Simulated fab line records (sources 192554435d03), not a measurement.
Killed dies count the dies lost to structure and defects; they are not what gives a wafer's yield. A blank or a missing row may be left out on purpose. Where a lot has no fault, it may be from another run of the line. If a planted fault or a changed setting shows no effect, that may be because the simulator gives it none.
Split-lot experiment | flow n5 finfet | 39 wafers read from 7 lots, route of 1938 steps

## THE SPLIT ITSELF
At N5_MOL_CONTACT_COAG_ETCH_124 (etches SiNx in CH3F/O2, stops on SiOC, target depth 6.5 nm), the setting bias w was moved away from the recipe's 73 W on 18 of the 39 wafers read, by -6.1% to +17.1%. This setting was run at the recipe's value on the other wafers.

The reading comes from the split's own step.

## THE READING
rf vpp V, in V, at N5_MOL_CONTACT_COAG_ETCH_124 (etches SiNx in CH3F/O2, stops on SiOC, target depth 6.5 nm). Fault-free wafers of this fab line usually give 298.8 V, standard deviation 3 V.

wafer  | tool, chamber at the split | bias w as run, W | against the recipe | rf vpp V, V | against lot-mates on the recipe
L079.1 | rie diel-03, 0             | 73               | recipe             | 303.0       | -
L079.2 | rie diel-03, 1             | 73               | recipe             | 298.5       | -
L079.3 | rie diel-03, 3             | 73               | recipe             | 293.8       | -
L079.4 | rie diel-03, 2             | 78.37            | +7.4%              | 314.0       | +15.6
L079.5 | rie diel-03, 1             | 78.37            | +7.4%              | 316.9       | +18.5
L079.6 | rie diel-03, 0             | 78.37            | +7.4%              | 320.9       | +22.5
L080.1 | rie diel-03, 1             | 73               | recipe             | 299.8       | -
L080.2 | rie diel-03, 3             | 85.5             | +17.1%             | 333.9       | +36.2
L080.3 | rie diel-03, 2             | 85.5             | +17.1%             | 338.0       | +40.3
L080.4 | rie diel-03, 2             | 85.5             | +17.1%             | 338.9       | +41.2
L080.5 | rie diel-03, 3             | 73               | recipe             | 294.3       | -
L080.6 | rie diel-03, 1             | 73               | recipe             | 299.1       | -
L081.1 | rie diel-05, 0             | 73               | recipe             | 299.6       | -
L081.2 | rie diel-05, 3             | 73               | recipe             | 299.7       | -
L081.3 | rie diel-05, 1             | 68.55            | -6.1%              | 281.4       | -17.7
L081.4 | rie diel-05, 2             | 68.55            | -6.1%              | 285.1       | -14.0
L081.5 | rie diel-05, 0             | 68.55            | -6.1%              | 285.1       | -14.0
L081.6 | rie diel-05, 3             | 73               | recipe             | 298.1       | -
L082.1 | rie diel-05, 0             | 82.72            | +13.3%             | 330.8       | +31.9
L082.2 | rie diel-05, 1             | 73               | recipe             | 296.0       | -
L082.3 | rie diel-05, 2             | 73               | recipe             | 301.0       | -
L082.4 | rie diel-05, 3             | 73               | recipe             | 299.7       | -
L082.5 | rie diel-05, 1             | 82.72            | +13.3%             | 325.6       | +26.7
L082.6 | rie diel-05, 2             | 82.72            | +13.3%             | 331.1       | +32.2
L088.1 | rie diel-03, 2             | 73               | recipe             | 297.1       | -
L088.2 | rie diel-03, 3             | 80.04            | +9.6%              | 317.7       | +19.8
L088.3 | rie diel-03, 0             | 80.04            | +9.6%              | 325.3       | +27.4
L088.4 | rie diel-03, 1             | 80.04            | +9.6%              | 323.2       | +25.3
L088.5 | rie diel-03, 1             | 73               | recipe             | 299.0       | -
L088.6 | rie diel-03, 2             | 73               | recipe             | 297.5       | -
L090.2 | rie diel-05, 1             | 73               | recipe             | 297.1       | -
L090.4 | rie diel-05, 2             | 73               | recipe             | 299.1       | -
L090.6 | rie diel-05, 3             | 73               | recipe             | 298.1       | -
L093.1 | rie diel-02, 3             | 73               | recipe             | 302.3       | -
L093.2 | rie diel-02, 0             | 84.85            | +16.2%             | 343.4       | +46.0
L093.3 | rie diel-02, 1             | 73               | recipe             | 294.1       | -
L093.4 | rie diel-02, 2             | 84.85            | +16.2%             | 338.6       | +41.2
L093.5 | rie diel-02, 1             | 73               | recipe             | 295.8       | -
L093.6 | rie diel-02, 0             | 84.85            | +16.2%             | 343.4       | +46.0

FIT RESULTS
A straight line over all 39 wafers: rf vpp V changes by +2.43 V for each +1% of bias w; r = +0.99; the points scatter about the line by 3 V.
The same after taking each lot's own level away (the mean of its wafers on the recipe; 39 wafers): +2.46 V for each +1%; r = +0.99; scatter 3 V.
That fit puts the effect of the largest move of bias w on the reading at 42 V.
The span of the lots' own levels, 297.40 to 299.13 V, comes to 0.6 times the standard deviation stated above.
The two slopes are in agreement: the lot-to-lot level therefore moves the slope only a little.
Check: +42.9 V against its lot-mates is what the line predicts for one of the wafers moved furthest among these (+17.1%) when that wafer is left out of the fit. It came out at +36.2 V against them.
Tool readings at the split's step, against how far the setting was moved: rf vpp V r = +0.99.

## THE FILE'S OWN FIT
rf vpp V changes by +2.46 V for each +1% of bias w, r = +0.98.
